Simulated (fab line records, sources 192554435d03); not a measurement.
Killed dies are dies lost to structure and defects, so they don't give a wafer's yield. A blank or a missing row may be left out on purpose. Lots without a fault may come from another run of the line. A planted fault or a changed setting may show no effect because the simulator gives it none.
Chamber matching | flow n5_finfet | N5_GATE_CUT_CMP_02 on cmp-02: 4 sister chambers
The step polishes, stops on SiO2, t overpolish 12.7 s, target thk 0 nm. 14 wafers are shown with their chamber, then 7 later ones without.

WAFERS WITH THEIR CHAMBER
wafer  | chamber | motor_current_A (A) | time_to_endpoint_s (s) | overpolish_run_s (s)
L077.1 | 1       | 9.4                 | 34                     | 12.706
L077.4 | 3       | 8.5                 | 25                     | 12.682
L077.5 | 1       | 10.2                | 33                     | 12.724
L080.2 | 2       | 10.1                | 26                     | 12.690
L080.4 | 3       | 8.4                 | 23                     | 12.710
L080.5 | 0       | 10.7                | 29                     | 12.704
L089.2 | 3       | 9.1                 | 20                     | 12.694
L089.4 | 1       | 9.6                 | 32                     | 12.700
L089.6 | 2       | 9.9                 | 24                     | 12.708
L091.1 | 2       | 11.0                | 24                     | 12.683
L091.3 | 3       | 8.3                 | 22                     | 12.712
L091.6 | 2       | 10.0                | 23                     | 12.693
L096.2 | 0       | 10.7                | 24                     | 12.702
L096.3 | 2       | 10.5                | 24                     | 12.701

SIGNATURES (means of the wafers above)
reading            | chamber 0 | chamber 1 | chamber 2 | chamber 3 | scatter within a chamber
motor_current_A    | 10.700    | 9.733     | 10.300    | 8.575     | 0.394
time_to_endpoint_s | 26.50     | 33.00     | 24.20     | 22.50     | 1.8
overpolish_run_s   | 12.70300  | 12.71000  | 12.69500  | 12.69950  | 0.0114
Rule: a wafer's distance from a chamber is the root of the sum, over the readings, of the square of ((its reading less the chamber's mean) divided by the reading's scatter). The wafer belongs to the nearest chamber; if the next one is less than 2 further off, it can't be placed. The scatter: the root of (the sum of the squares of (reading less its chamber's mean) over the shown wafers, divided by (wafers less chambers)).

WAFERS WITHOUT THEIR CHAMBER
wafer  | motor_current_A (A) | time_to_endpoint_s (s) | overpolish_run_s (s)
L096.5 | 8.8                 | 22                     | 12.709
L097.1 | 10.1                | 31                     | 12.715
L097.2 | 10.2                | 27                     | 12.700
L097.3 | 8.5                 | 25                     | 12.701
L097.4 | 10.7                | 29                     | 12.708
L097.5 | 8.6                 | 24                     | 12.684
L097.6 | 10.6                | 28                     | 12.704

WHICH CHAMBER EACH WENT THROUGH
wafer  | from the rows above          | in truth
L096.5 | 3                            | 3
L097.1 | can't be placed: 1 or 0      | 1
L097.2 | can't be placed: 0 or 2      | 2
L097.3 | 3                            | 3
L097.4 | can't be placed: 0 or 2 or 1 | 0
L097.5 | 3                            | 3
L097.6 | can't be placed: 0 or 2      | 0
Placed correctly: 3 of 7. Can't be placed from these rows: 4 (the true chamber is among the candidates in 4). Placed wrongly: 0.
